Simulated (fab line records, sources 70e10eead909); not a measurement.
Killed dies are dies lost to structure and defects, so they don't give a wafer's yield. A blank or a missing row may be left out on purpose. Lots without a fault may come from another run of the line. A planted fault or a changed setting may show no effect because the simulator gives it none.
Chamber matching | flow nand_harc | NHARC_P_M1_ETCH_35 on rie_diel-07: 4 sister chambers
The step etches the open film in N2/H2, target depth 40 nm, overetch 12 nm, time 43.94 s. 4 wafers are shown with their chamber, then 8 later ones without.

WAFERS WITH THEIR CHAMBER
wafer  | chamber | drypump_motor_current_A (A)
L077.1 | 2       | 5.6
L079.5 | 0       | 5.2
L084.5 | 3       | 5.4
L091.1 | 1       | 6.0

WAFERS WITHOUT THEIR CHAMBER
wafer  | drypump_motor_current_A (A)
L091.3 | 5.4
L091.4 | 5.2
L094.1 | 5.6
L094.5 | 5.6
L094.6 | 5.4
L097.3 | 5.2
L097.4 | 6.1
L097.6 | 5.2

WHICH CHAMBER EACH WENT THROUGH
wafer  | from the rows above | in truth
L091.3 | 3                   | 3
L091.4 | 0                   | 0
L094.1 | 2                   | 2
L094.5 | 2                   | 2
L094.6 | 3                   | 3
L097.3 | 0                   | 0
L097.4 | 1                   | 1
L097.6 | 0                   | 0
Placed correctly: 8 of 8. Can't be placed from these rows: 0. Placed wrongly: 0.
How it was worked out, from the rows above alone: a wafer's distance from a chamber is the root of the sum, over the readings, of the square of ((its reading less the chamber's mean) divided by the reading's scatter). The wafer belongs to the nearest chamber; if the next one is less than 2 further off, it can't be placed. A chamber's mean is the mean of its shown wafers. The scatter: with one shown wafer a chamber, the root of the mean of the squares of how far each hidden wafer lies from its nearest shown one.
